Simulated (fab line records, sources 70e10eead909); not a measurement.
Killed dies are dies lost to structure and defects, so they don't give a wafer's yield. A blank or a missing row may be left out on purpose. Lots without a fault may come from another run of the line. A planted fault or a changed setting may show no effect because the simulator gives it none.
Which tool did it? | flow nand_harc | 24 lots, 72 wafers sampled, at 6 steps of a route of 1302

WHAT THE GAUGES READ, wafer by wafer
NHARC_A_CONTACT_OVL_MEAS_43. Usual: overlay_x_nm 0.1 nm, standard deviation 0.95; overlay_y_nm 0.0 nm, standard deviation 0.9.
lot  | measured     | on         | overlay_x_nm (nm) | overlay_y_nm (nm) | flag
L074 | day 21 23:03 | overlay-01 | -0.5 -1.5 -0.5    | 0.3 -0.2 -0.2     |
L075 | day 22 07:32 | overlay-02 | -1.7 -1.3 -1.3    | -0.7 -0.1 -0.4    |
L076 | day 22 15:41 | overlay-02 | -0.2 -0.1 -0.1    | -0.4 -0.4 -0.9    |
L078 | day 22 23:38 | overlay-02 | 1.6 1.8 1.5       | -0.9 -0.6 -1.4    |
L077 | day 23 00:31 | overlay-01 | -0.2 -0.3 -0.2    | 2.1 1.5 1.8       |
L079 | day 23 04:27 | overlay-02 | 1.1 0.5 0.7       | 0.6 0.6 0.7       |
L080 | day 23 20:09 | overlay-01 | 0.3 0.8 0.8       | -0.7 -0.3 -0.4    |
L081 | day 24 00:12 | overlay-02 | -0.7 -1.0 -1.1    | 1.3 1.0 0.1       |
L082 | day 24 21:21 | overlay-02 | -2.0 -1.9 -1.5    | -0.6 -0.6 -0.8    |
L085 | day 26 00:38 | overlay-01 | 0.0 -0.9 -0.4     | -1.0 -0.5 -0.6    |
L083 | day 25 23:05 | overlay-01 | 1.4 1.2 1.0       | -0.7 -0.7 -0.7    |
L084 | day 26 00:51 | overlay-02 | 0.5 1.1 0.7       | -0.4 0.4 -0.2     |
L086 | day 27 04:01 | overlay-01 | 0.8 0.6 0.5       | 0.2 0.5 0.6       |
L088 | day 27 08:14 | overlay-02 | 0.3 0.4 0.5       | -0.1 0.4 0.1      |
L087 | day 27 07:25 | overlay-02 | 0.0 -0.1 -0.2     | -0.2 0.3 0.2      |
L089 | day 27 13:15 | overlay-02 | -0.7 -0.4 -0.2    | 1.1 0.5 0.6       |
L090 | day 27 20:32 | overlay-01 | 1.9 1.6 1.8       | 0.0 0.1 -0.2      |
L092 | day 28 13:29 | overlay-02 | -1.2 -0.4 -0.9    | -1.5 -1.1 -1.9    |
L091 | day 28 12:08 | overlay-02 | -1.1 -0.3 -0.9    | -0.9 -1.1 -0.8    |
L093 | day 29 02:53 | overlay-01 | -0.6 -0.8 -0.3    | 0.9 1.0 0.9       |
L096 | day 29 18:40 | overlay-01 | -0.2 -0.3 -0.1    | 1.0 1.2 1.3       |
L095 | day 29 18:52 | overlay-02 | 0.4 -0.1 0.3      | -0.1 0.0 0.7      |
L094 | day 30 09:28 | overlay-01 | 1.2 1.1 1.4       | -1.9 -1.3 -1.8    |
L097 | day 30 22:54 | overlay-02 | 0.0 0.2 0.0       | 1.1 1.0 1.4       |

NHARC_A_CONTACT_CD_MEAS_53. Usual: cd_nm 289.8 nm, standard deviation 0.74.
lot  | measured     | on        | cd_nm (nm)        | flag
L074 | day 22 04:15 | cd_sem-01 | 288.4 287.7 287.8 |
L075 | day 22 13:26 | cd_sem-01 | 290.3 291.0 289.7 |
L076 | day 22 21:11 | cd_sem-03 | 290.4 290.1 289.3 |
L078 | day 23 04:51 | cd_sem-03 | 289.9 290.1 290.3 |
L077 | day 23 05:42 | cd_sem-02 | 289.2 289.6 289.9 |
L079 | day 23 09:46 | cd_sem-02 | 290.2 290.7 289.7 |
L080 | day 24 01:21 | cd_sem-01 | 289.7 290.2 290.1 |
L081 | day 24 05:24 | cd_sem-02 | 289.8 289.8 289.2 |
L082 | day 25 02:52 | cd_sem-01 | 289.8 289.5 289.5 |
L085 | day 26 06:53 | cd_sem-01 | 289.9 289.7 289.9 |
L083 | day 26 04:17 | cd_sem-03 | 290.4 289.5 290.4 |
L084 | day 26 06:14 | cd_sem-01 | 290.7 290.2 290.6 |
L086 | day 27 09:15 | cd_sem-03 | 289.1 289.6 290.8 |
L088 | day 27 16:13 | cd_sem-03 | 290.3 290.5 290.5 |
L087 | day 27 12:36 | cd_sem-02 | 290.5 290.7 290.0 |
L089 | day 27 19:19 | cd_sem-02 | 289.1 289.4 288.9 |
L090 | day 28 01:45 | cd_sem-02 | 290.1 289.5 291.0 |
L092 | day 28 18:43 | cd_sem-03 | 289.5 290.4 290.3 |
L091 | day 28 17:24 | cd_sem-03 | 288.5 288.2 289.1 |
L093 | day 29 08:31 | cd_sem-03 | 289.6 290.6 289.5 |
L096 | day 30 00:47 | cd_sem-01 | 290.2 289.8 289.9 |
L095 | day 30 00:03 | cd_sem-01 | 289.9 289.6 290.0 |
L094 | day 30 14:40 | cd_sem-02 | 290.7 290.3 290.9 |
L097 | day 31 04:27 | cd_sem-03 | 288.7 289.2 288.6 |

WHICH TOOL RAN EACH LOT (tool, then ch and the chambers of the sampled wafers, then the start)
lot  | NHARC_A_WL_FILL_ETCHBACK_26      | NHARC_A_WL_FILL_CVD_20                   | NHARC_A_CONTACT_DEP_29          | NHARC_A_CONTACT_ETCH_117
L074 | rie_si-01 ch 0,3, day 21 14:17   | cvd_w-02 ch 0,1, day 21 22:23 or earlier | pecvd-04 ch 1,2, day 21 22:23   | har_cap_etch-02 ch 0,1, day 22 02:04
L075 | rie_si-01 ch 1,2,3, day 22 00:24 | cvd_w-01 ch 1, day 22 06:43 or earlier   | pecvd-02 ch 1,2, day 22 06:43   | har_cap_etch-03 ch 0,1, day 22 11:01
L076 | rie_si-06 ch 1,2,3, day 22 08:34 | cvd_w-02 ch 0,1, day 22 15:01 or earlier | pecvd-02 ch 0,2, day 22 15:01   | har_cap_etch-03 ch 0,1, day 22 18:59
L078 | rie_si-06 ch 2,3, day 22 14:30   | cvd_w-02 ch 0,1, day 22 22:53 or earlier | pecvd-03 ch 0,1, day 22 22:53   | har_cap_etch-02 ch 0, day 23 02:37
L077 | rie_si-01 ch 1,3, day 22 14:31   | cvd_w-01 ch 0,1, day 22 23:53 or earlier | pecvd-03 ch 0,1, day 22 23:53   | har_cap_etch-03 ch 0,1, day 23 03:29
L079 | rie_si-05 ch 1,2, day 22 19:41   | cvd_w-02 ch 0,1, day 23 03:46 or earlier | pecvd-04 ch 0,2, day 23 03:46   | har_cap_etch-02 ch 0,1, day 23 07:25
L080 | rie_si-05 ch 0,1,3, day 23 12:58 | cvd_w-01 ch 0,1, day 23 19:20 or earlier | pecvd-04 ch 0,1,2, day 23 19:20 | har_cap_etch-01 ch 0,1, day 23 23:08
L081 | rie_si-06 ch 0,1,3, day 23 16:59 | cvd_w-01 ch 0,1, day 23 23:22 or earlier | pecvd-04 ch 0,1, day 23 23:22   | har_cap_etch-03 ch 0, day 24 03:11
L082 | rie_si-05 ch 0,1,2, day 24 14:29 | cvd_w-02 ch 0,1, day 24 20:33 or earlier | pecvd-03 ch 0,1, day 24 20:33   | har_cap_etch-01 ch 0,1, day 25 00:41
L085 | rie_si-06 ch 0,3, day 25 12:01   | cvd_w-01 ch 1, day 25 23:59 or earlier   | pecvd-04 ch 0,1, day 25 23:59   | har_cap_etch-01 ch 0,1, day 26 04:41
L083 | rie_si-01 ch 1,3, day 25 12:01   | cvd_w-02 ch 0,1, day 25 22:16 or earlier | pecvd-02 ch 1,2, day 25 22:16   | har_cap_etch-01 ch 0,1, day 26 02:05
L084 | rie_si-05 ch 0,1,2, day 25 12:02 | cvd_w-02 ch 0,1, day 26 00:01 or earlier | pecvd-02 ch 0,1,2, day 26 00:01 | har_cap_etch-02 ch 0,1, day 26 04:01
L086 | rie_si-05 ch 0,3, day 26 19:47   | cvd_w-01 ch 1, day 27 03:14 or earlier   | pecvd-03 ch 0,1, day 27 03:14   | har_cap_etch-03 ch 0,1, day 27 07:04
L088 | rie_si-05 ch 1,2, day 26 23:01   | cvd_w-02 ch 0,1, day 27 07:27 or earlier | pecvd-03 ch 0,2, day 27 07:27   | har_cap_etch-01 ch 0,1, day 27 14:03
L087 | rie_si-06 ch 0,2, day 26 23:02   | cvd_w-01 ch 0,1, day 27 06:37 or earlier | pecvd-04 ch 0,1, day 27 06:37   | har_cap_etch-02 ch 0,1, day 27 10:23
L089 | rie_si-06 ch 0,1,2, day 27 04:27 | cvd_w-01 ch 0,1, day 27 12:26 or earlier | pecvd-03 ch 0,1, day 27 12:26   | har_cap_etch-03 ch 0,1, day 27 16:34
L090 | rie_si-06 ch 1,2, day 27 11:43   | cvd_w-01 ch 0,1, day 27 19:45 or earlier | pecvd-02 ch 0,1,2, day 27 19:45 | har_cap_etch-02 ch 0,1, day 27 23:35
L092 | rie_si-06 ch 0,1,2, day 28 02:59 | cvd_w-01 ch 0,1, day 28 12:42 or earlier | pecvd-03 ch 0,1,2, day 28 12:42 | har_cap_etch-02 ch 0,1, day 28 16:31
L091 | rie_si-05 ch 0,2,3, day 28 02:59 | cvd_w-01 ch 0,1, day 28 11:21 or earlier | pecvd-02 ch 0,1,2, day 28 11:21 | har_cap_etch-01 ch 0,1, day 28 15:08
L093 | rie_si-01 ch 2,3, day 28 18:41   | cvd_w-02 ch 0,1, day 29 02:04 or earlier | pecvd-04 ch 0,2, day 29 02:04   | har_cap_etch-03 ch 0,1, day 29 05:51
L096 | rie_si-01 ch 0,1,2, day 29 11:49 | cvd_w-02 ch 0,1, day 29 17:52 or earlier | pecvd-03 ch 0,1, day 29 17:52   | har_cap_etch-01 ch 0,1, day 29 22:02
L095 | rie_si-05 ch 1,3, day 29 11:50   | cvd_w-02 ch 0,1, day 29 18:04 or earlier | pecvd-02 ch 0,1,2, day 29 18:04 | har_cap_etch-02 ch 0,1, day 29 21:52
L094 | rie_si-06 ch 0,2,3, day 30 00:20 | cvd_w-01 ch 0,1, day 30 08:41 or earlier | pecvd-03 ch 0,1, day 30 08:41   | har_cap_etch-03 ch 0,1, day 30 12:28
L097 | rie_si-05 ch 0,1,3, day 30 16:04 | cvd_w-01 ch 0,1, day 30 22:08 or earlier | pecvd-04 ch 0,1,2, day 30 22:08 | har_cap_etch-02 ch 0, day 31 02:14
- NHARC_A_WL_FILL_ETCHBACK_26: etches the open film in HBr, target depth 52 nm, time 13.3 s.
- NHARC_A_WL_FILL_CVD_20: deposits W, target thk 100 nm, time 74 s.
- NHARC_A_CONTACT_DEP_29: deposits SiON, target thk 100 nm.
- NHARC_A_CONTACT_ETCH_117: etches the open film in C4F8/O2/Ar, time 190 s, target depth 1850 nm.

WHAT THE TOOLS THEMSELVES READ (means of the sampled wafers that have a number; where no wafer has one, the mark that the record gives instead)
NHARC_A_WL_FILL_ETCHBACK_26. Usual: bias_w 60.01 W, standard deviation 0.17; chamber_pressure_mTorr 15.001 mTorr, standard deviation 0.013; drypump_motor_current_A 5.7 A, standard deviation 0.56; oes_product_au 1.002 a.u., standard deviation 0.012; throttle_valve_pct 23.267 %, standard deviation 0.0099.
lot  | tool      | bias_w (W) | chamber_pressure_mTorr (mTorr) | drypump_motor_current_A (A) | oes_product_au (a.u.) | throttle_valve_pct (%) | flag
L074 | rie_si-01 | 59.83      | 14.994                         | 5.8                         | 1.005                 | 23.278                 |
L075 | rie_si-01 | 60.00      | 15.000                         | 5.6                         | 1.011                 | 23.255                 |
L076 | rie_si-06 | 60.03      | 14.996                         | 5.5                         | 1.004                 | 23.274                 |
L078 | rie_si-06 | 60.21      | 15.002                         | 5.9                         | 0.994                 | 23.263                 |
L077 | rie_si-01 | 59.91      | 14.999                         | 5.5                         | 1.009                 | 23.259                 |
L079 | rie_si-05 | 60.12      | 14.999                         | 5.8                         | 0.993                 | 23.261                 |
L080 | rie_si-05 | 60.13      | 15.000                         | 5.8                         | 0.992                 | 23.274                 |
L081 | rie_si-06 | 60.04      | 14.999                         | 5.1                         | 1.011                 | 23.263                 |
L082 | rie_si-05 | 60.04      | 15.008                         | 5.8                         | 0.997                 | 23.259                 |
L085 | rie_si-06 | 60.10      | 14.989                         | 5.4                         | 0.999                 | 23.265                 |
L083 | rie_si-01 | 59.93      | 14.993                         | 5.5                         | 1.002                 | 23.260                 |
L084 | rie_si-05 | 60.18      | 15.012                         | 5.9                         | 1.004                 | 23.261                 |
L086 | rie_si-05 | 59.91      | 14.999                         | 6.2                         | 0.986                 | 23.277                 |
L088 | rie_si-05 | 60.14      | 15.013                         | 5.8                         | 0.993                 | 23.273                 |
L087 | rie_si-06 | 59.94      | 15.001                         | 5.9                         | 0.990                 | 23.262                 |
L089 | rie_si-06 | 59.95      | 14.994                         | 5.4                         | 1.006                 | 23.266                 |
L090 | rie_si-06 | 60.09      | 14.995                         | 5.2                         | 1.003                 | 23.261                 |
L092 | rie_si-06 | 59.81      | 15.002                         | 5.4                         | 1.006                 | 23.264                 |
L091 | rie_si-05 | 59.96      | 14.994                         | 6.2                         | 1.000                 | 23.271                 |
L093 | rie_si-01 | 59.76      | 15.005                         | 5.5                         | 1.022                 | 23.278                 |
L096 | rie_si-01 | 60.05      | 14.997                         | 5.9                         | 1.003                 | 23.257                 |
L095 | rie_si-05 | 59.92      | 15.000                         | 5.7                         | 0.998                 | 23.266                 |
L094 | rie_si-06 | 60.24      | 14.998                         | 5.7                         | 0.996                 | 23.270                 |
L097 | rie_si-05 | 60.17      | 14.995                         | 5.8                         | 1.001                 | 23.272                 |

NHARC_A_WL_FILL_CVD_20. Usual: heater_power_w 883 W, standard deviation 92; mfc_h2_sccm 1600 sccm, standard deviation 4.9; throttle_valve_pct 8.16 %, standard deviation 0.21.
lot  | tool     | heater_power_w (W) | mfc_h2_sccm (sccm) | throttle_valve_pct (%) | flag
L074 | cvd_w-02 | 944                | 1598               | 8.24                   |
L075 | cvd_w-01 | 908                | 1604               | 8.01                   |
L076 | cvd_w-02 | 870                | 1599               | 8.11                   |
L078 | cvd_w-02 | 944                | 1593               | 8.35                   |
L077 | cvd_w-01 | 793                | 1595               | 7.97                   |
L079 | cvd_w-02 | 877                | 1604               | 8.30                   |
L080 | cvd_w-01 | 799                | 1597               | 8.01                   |
L081 | cvd_w-01 | 806                | 1597               | 7.99                   |
L082 | cvd_w-02 | 887                | 1600               | 8.39                   |
L085 | cvd_w-01 | 947                | 1600               | 8.09                   |
L083 | cvd_w-02 | 942                | 1605               | 8.35                   |
L084 | cvd_w-02 | 876                | 1600               | 8.26                   |
L086 | cvd_w-01 | 954                | 1601               | 8.16                   |
L088 | cvd_w-02 | 888                | 1598               | 8.34                   |
L087 | cvd_w-01 | 837                | 1599               | 8.24                   |
L089 | cvd_w-01 | 846                | 1596               | 8.04                   |
L090 | cvd_w-01 | 847                | 1605               | 8.13                   |
L092 | cvd_w-01 | 903                | 1604               | 8.14                   |
L091 | cvd_w-01 | 844                | 1602               | 8.15                   |
L093 | cvd_w-02 | 878                | 1597               | 8.01                   |
L096 | cvd_w-02 | 889                | 1597               | 8.05                   |
L095 | cvd_w-02 | 911                | 1596               | 8.08                   |
L094 | cvd_w-01 | 847                | 1601               | 8.19                   |
L097 | cvd_w-01 | 850                | 1598               | 7.94                   |

NHARC_A_CONTACT_DEP_29. Usual: heater_power_w 757 W, standard deviation 79.
lot  | tool     | heater_power_w (W) | flag
L074 | pecvd-04 | 672                |
L075 | pecvd-02 | 765                |
L076 | pecvd-02 | 825                |
L078 | pecvd-03 | 795                |
L077 | pecvd-03 | 806                |
L079 | pecvd-04 | 700                |
L080 | pecvd-04 | 763                |
L081 | pecvd-04 | 761                |
L082 | pecvd-03 | 820                |
L085 | pecvd-04 | 741                |
L083 | pecvd-02 | 746                |
L084 | pecvd-02 | 714                |
L086 | pecvd-03 | 779                |
L088 | pecvd-03 | 778                |
L087 | pecvd-04 | 735                |
L089 | pecvd-03 | 823                |
L090 | pecvd-02 | 777                |
L092 | pecvd-03 | 791                |
L091 | pecvd-02 | 764                |
L093 | pecvd-04 | 744                |
L096 | pecvd-03 | 848                |
L095 | pecvd-02 | 734                |
L094 | pecvd-03 | 788                |
L097 | pecvd-04 | 736                |

NHARC_A_CONTACT_ETCH_117. Usual: chamber_pressure_mTorr 20.000 mTorr, standard deviation 0.019.
lot  | tool            | chamber_pressure_mTorr (mTorr) | flag
L074 | har_cap_etch-02 | 19.982                         |
L075 | har_cap_etch-03 | 20.023                         |
L076 | har_cap_etch-03 | 19.992                         |
L078 | har_cap_etch-02 | 19.986                         |
L077 | har_cap_etch-03 | 20.007                         |
L079 | har_cap_etch-02 | 19.991                         |
L080 | har_cap_etch-01 | 19.988                         |
L081 | har_cap_etch-03 | 20.003                         |
L082 | har_cap_etch-01 | 20.000                         |
L085 | har_cap_etch-01 | 20.005                         |
L083 | har_cap_etch-01 | 19.990                         |
L084 | har_cap_etch-02 | 19.984                         |
L086 | har_cap_etch-03 | 20.000                         |
L088 | har_cap_etch-01 | 20.014                         |
L087 | har_cap_etch-02 | 19.996                         |
L089 | har_cap_etch-03 | 19.983                         |
L090 | har_cap_etch-02 | 19.988                         |
L092 | har_cap_etch-02 | 19.995                         |
L091 | har_cap_etch-01 | 20.010                         |
L093 | har_cap_etch-03 | 20.002                         |
L096 | har_cap_etch-01 | 20.008                         |
L095 | har_cap_etch-02 | 20.005                         |
L094 | har_cap_etch-03 | 19.993                         |
L097 | har_cap_etch-02 | 20.011                         |

THE ANSWER, worked out from the rows above alone
Rule: a lot is off if the mean of its wafers that have a number lies more than 3 standard deviations from the usual mean. A lot without any number at a reading at which 4 lots or more have one is off too. The other lots that the step has rows for count as sound. The gauges are gone through in route order, then the tools' own readings, and for those a lot's mean is taken as printed above. The first step at which some lot is off is used, and at that step the reading that is off furthest; a lot without a number counts as furthest.
No lot is off at any reading shown: from this, nothing can be told.

WHAT THE SIMULATOR HAD PUT IN
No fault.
